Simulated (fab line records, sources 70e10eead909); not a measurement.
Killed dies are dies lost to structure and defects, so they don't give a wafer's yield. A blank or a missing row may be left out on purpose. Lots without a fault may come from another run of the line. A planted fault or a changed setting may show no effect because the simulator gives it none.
Chamber matching | flow nand_harc | NHARC_P_GATE_DESCUM_61 on rie_diel-07: 4 sister chambers
The step chemistry O2, time 3 s. 4 wafers are shown with their chamber, then 7 later ones without.

WAFERS WITH THEIR CHAMBER
wafer  | chamber | rf_vpp_V (V)
L077.2 | 2       | 57.5
L081.5 | 1       | 57.8
L083.1 | 3       | 57.4
L083.2 | 0       | 56.8

WAFERS WITHOUT THEIR CHAMBER
wafer  | rf_vpp_V (V)
L083.4 | 58.8
L089.2 | 58.4
L089.4 | 58.5
L089.5 | 58.0
L097.3 | 57.6
L097.4 | 58.1
L097.6 | 57.7

WHICH CHAMBER EACH WENT THROUGH
wafer  | from the rows above               | in truth
L083.4 | can't be placed: 1 or 2 or 3 or 0 | 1
L089.2 | can't be placed: 1 or 2 or 3 or 0 | 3
L089.4 | can't be placed: 1 or 2 or 3 or 0 | 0
L089.5 | can't be placed: 1 or 2 or 3 or 0 | 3
L097.3 | can't be placed: 2 or 1 or 3 or 0 | 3
L097.4 | can't be placed: 1 or 2 or 3 or 0 | 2
L097.6 | can't be placed: 1 or 2 or 3 or 0 | 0
Placed correctly: 0 of 7. Can't be placed from these rows: 7 (the true chamber is among the candidates in 7). Placed wrongly: 0.
How it was worked out, from the rows above alone: a wafer's distance from a chamber is the root of the sum, over the readings, of the square of ((its reading less the chamber's mean) divided by the reading's scatter). The wafer belongs to the nearest chamber; if the next one is less than 2 further off, it can't be placed. A chamber's mean is the mean of its shown wafers. The scatter: with one shown wafer a chamber, the root of the mean of the squares of how far each hidden wafer lies from its nearest shown one.
